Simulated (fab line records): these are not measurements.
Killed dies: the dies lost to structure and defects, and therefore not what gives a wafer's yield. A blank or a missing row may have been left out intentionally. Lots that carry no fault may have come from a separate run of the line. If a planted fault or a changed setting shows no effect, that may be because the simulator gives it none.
Split-lot study / flow n5-finfet / route with 1938 steps; 7 lots, 21 wafers read

## ON THE SPLIT
At N5_BEOL_M7_EXPOSE_08 (exposes mask M7), the setting dose-mj was moved away from the recipe's 68.25 on 6 of the 21 wafers read, by -4.9% to +6.2%. The other wafers ran this setting at the recipe's value.

## FROM THE SPLIT TO THE READING: what the file shows between them, 14 steps
- N5_BEOL_M7_PEB_09: peb time 60 s
- N5_BEOL_M7_DEVELOP_10: develop time 30 s
- N5_BEOL_M7_CD_MEAS_11: target cd 38.5 nm
- N5_BEOL_M7_DESCUM_16: chemistry O2, time 7.9 s
- N5_BEOL_M7_ETCH_61: etches SiARC in CF4, target depth 45.5 nm, time 75.8 s
- N5_BEOL_M7_ETCH_62: etches SOC in N2/H2, target depth 110 nm, overetch 22 nm, time 165 s
- N5_BEOL_M7_STRIP_68: strips in N2/H2
- N5_BEOL_M7_HM_OPEN_17: chemistry Cl2/BCl3, target TiN, target depth 20 nm, overetch 6 nm
- N5_BEOL_M7_STRIP_19: strips in O2
- N5_BEOL_M7_CD_MEAS_18: pitch 80 nm, target cd 40 nm
- N5_BEOL_M7_COAT_63: time 60 s, resist thk 60 nm
- N5_BEOL_M7_COAT_64: time 60 s, resist thk 12 nm
- N5_BEOL_M7_PRECLEAN_42: cleans in residue remover, time 60 s
- N5_BEOL_M7_SRD_43: time 30 s

## THE READING
cd-nm at N5_BEOL_M7_CD_MEAS_35, given in nm (cd target 40 nm). On this fab line, fault-free wafers typically give 39.8 nm with a standard deviation of 0.43 nm.

wafer=L074.3; tool, chamber at the split=arfi-scanner-03, 0; dose-mj as run=66.15; against the recipe=-3.1%; cd-nm, nm=38.3; against lot-mates on the recipe=-1.9
wafer=L074.4; tool, chamber at the split=arfi-scanner-03, 0; dose-mj as run=68.25; against the recipe=recipe; cd-nm, nm=40.2; against lot-mates on the recipe=-
wafer=L074.6; tool, chamber at the split=arfi-scanner-03, 0; dose-mj as run=66.15; against the recipe=-3.1%; cd-nm, nm=38.6; against lot-mates on the recipe=-1.6
wafer=L078.3; tool, chamber at the split=arfi-scanner-02, 0; dose-mj as run=68.25; against the recipe=recipe; cd-nm, nm=39.1; against lot-mates on the recipe=-
wafer=L078.4; tool, chamber at the split=arfi-scanner-02, 0; dose-mj as run=68.25; against the recipe=recipe; cd-nm, nm=39.6; against lot-mates on the recipe=-
wafer=L078.5; tool, chamber at the split=arfi-scanner-02, 0; dose-mj as run=65.41; against the recipe=-4.2%; cd-nm, nm=37.3; against lot-mates on the recipe=-2.1
wafer=L080.1; tool, chamber at the split=arfi-scanner-03, 0; dose-mj as run=68.25; against the recipe=recipe; cd-nm, nm=40.4; against lot-mates on the recipe=-
wafer=L080.5; tool, chamber at the split=arfi-scanner-03, 0; dose-mj as run=68.25; against the recipe=recipe; cd-nm, nm=40.5; against lot-mates on the recipe=-
wafer=L080.6; tool, chamber at the split=arfi-scanner-03, 0; dose-mj as run=68.25; against the recipe=recipe; cd-nm, nm=39.8; against lot-mates on the recipe=-
wafer=L083.1; tool, chamber at the split=arfi-scanner-01, 0; dose-mj as run=68.25; against the recipe=recipe; cd-nm, nm=40.4; against lot-mates on the recipe=-
wafer=L083.4; tool, chamber at the split=arfi-scanner-01, 0; dose-mj as run=68.25; against the recipe=recipe; cd-nm, nm=39.1; against lot-mates on the recipe=-
wafer=L083.5; tool, chamber at the split=arfi-scanner-01, 0; dose-mj as run=68.25; against the recipe=recipe; cd-nm, nm=40.0; against lot-mates on the recipe=-
wafer=L084.3; tool, chamber at the split=arfi-scanner-03, 0; dose-mj as run=68.25; against the recipe=recipe; cd-nm, nm=39.8; against lot-mates on the recipe=-
wafer=L084.4; tool, chamber at the split=arfi-scanner-03, 0; dose-mj as run=72.5; against the recipe=+6.2%; cd-nm, nm=42.9; against lot-mates on the recipe=+3.2
wafer=L084.5; tool, chamber at the split=arfi-scanner-03, 0; dose-mj as run=68.25; against the recipe=recipe; cd-nm, nm=39.6; against lot-mates on the recipe=-
wafer=L093.2; tool, chamber at the split=arfi-scanner-01, 0; dose-mj as run=68.25; against the recipe=recipe; cd-nm, nm=39.3; against lot-mates on the recipe=-
wafer=L093.4; tool, chamber at the split=arfi-scanner-01, 0; dose-mj as run=68.25; against the recipe=recipe; cd-nm, nm=39.8; against lot-mates on the recipe=-
wafer=L093.6; tool, chamber at the split=arfi-scanner-01, 0; dose-mj as run=68.25; against the recipe=recipe; cd-nm, nm=39.4; against lot-mates on the recipe=-
wafer=L094.2; tool, chamber at the split=arfi-scanner-01, 0; dose-mj as run=68.25; against the recipe=recipe; cd-nm, nm=39.7; against lot-mates on the recipe=-
wafer=L094.5; tool, chamber at the split=arfi-scanner-01, 0; dose-mj as run=64.91; against the recipe=-4.9%; cd-nm, nm=36.8; against lot-mates on the recipe=-2.9
wafer=L094.6; tool, chamber at the split=arfi-scanner-01, 0; dose-mj as run=64.91; against the recipe=-4.9%; cd-nm, nm=36.7; against lot-mates on the recipe=-3.0

FIT RESULTS
A straight line over all 21 wafers: cd-nm changes by +0.547 nm for each +1% of dose-mj; r = +0.95; the points scatter about the line by 0.43 nm.
The same after taking each lot's own level away (the mean of its wafers on the recipe; 21 wafers): +0.551 nm for each +1%; r = +0.98; scatter 0.3 nm.
The reading moves by 3.4 nm for the largest change in dose-mj, on that fit.
Measured against the standard deviation above, the lots' own levels, which go from 39.35 to 40.23 nm, span 2.1 times it.
So the lot-to-lot level changes the slope little: the two slopes agree.
Check: for one of the wafers moved furthest among these (+6.2%), held out of the fit, the line's prediction against its lot-mates is +3.57 nm. Against them it came out at +3.2 nm.

## THE WHOLE CHAIN: every reading that the file lists as answering this split, in the file's order
step=N5_BEOL_M7_CD_MEAS_11; what it does=target cd 38.5 nm; reading=cd-nm; change (the file's fit)=+0.496 nm for each +1% of the setting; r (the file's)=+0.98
step=N5_BEOL_M7_ETCH_61; what it does=etches SiARC in CF4, target depth 45.5 nm, time 75.8 s; reading=BEOL_M7.cd-offset-nm (the simulator's own value, which no gauge read); change (the file's fit)=+0.474 nm for each +1% of the setting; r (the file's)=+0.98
step=N5_BEOL_M7_CD_MEAS_18; what it does=pitch 80 nm, target cd 40 nm; reading=cd-nm; change (the file's fit)=+0.473 nm for each +1% of the setting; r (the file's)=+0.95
step=N5_BEOL_M7_CD_MEAS_35; what it does=target cd 40 nm; reading=cd-nm; change (the file's fit)=+0.536 nm for each +1% of the setting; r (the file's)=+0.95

## THE FILE'S OWN FIT
cd-nm changes by +0.536 nm for each +1% of dose-mj, r = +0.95.
